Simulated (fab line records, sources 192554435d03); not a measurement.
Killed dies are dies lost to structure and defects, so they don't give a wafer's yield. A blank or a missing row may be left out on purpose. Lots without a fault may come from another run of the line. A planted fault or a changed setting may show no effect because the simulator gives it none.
Chamber matching | flow n5_finfet | N5_SDB_ETCH_17 on rie_diel-06: 4 sister chambers
The step etches SiARC in CF4, target depth 23.4 nm, time 39 s. 4 wafers are shown with their chamber, then 9 later ones without.

WAFERS WITH THEIR CHAMBER
wafer  | chamber | drypump_motor_current_A (A)
L090.4 | 3       | 5.25
L093.1 | 2       | 5.74
L093.2 | 0       | 5.58
L093.4 | 1       | 5.61

WAFERS WITHOUT THEIR CHAMBER
wafer  | drypump_motor_current_A (A)
L094.1 | 5.63
L094.2 | 5.58
L094.3 | 5.76
L095.1 | 5.73
L095.4 | 5.63
L095.5 | 5.59
L097.1 | 5.28
L097.5 | 5.28
L097.6 | 5.72

WHICH CHAMBER EACH WENT THROUGH
wafer  | from the rows above     | in truth
L094.1 | can't be placed: 1 or 0 | 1
L094.2 | can't be placed: 0 or 1 | 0
L094.3 | 2                       | 2
L095.1 | 2                       | 2
L095.4 | can't be placed: 1 or 0 | 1
L095.5 | can't be placed: 0 or 1 | 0
L097.1 | 3                       | 3
L097.5 | 3                       | 3
L097.6 | 2                       | 2
Placed correctly: 5 of 9. Can't be placed from these rows: 4 (the true chamber is among the candidates in 4). Placed wrongly: 0.
How it was worked out, from the rows above alone: a wafer's distance from a chamber is the root of the sum, over the readings, of the square of ((its reading less the chamber's mean) divided by the reading's scatter). The wafer belongs to the nearest chamber; if the next one is less than 2 further off, it can't be placed. A chamber's mean is the mean of its shown wafers. The scatter: with one shown wafer a chamber, the root of the mean of the squares of how far each hidden wafer lies from its nearest shown one.
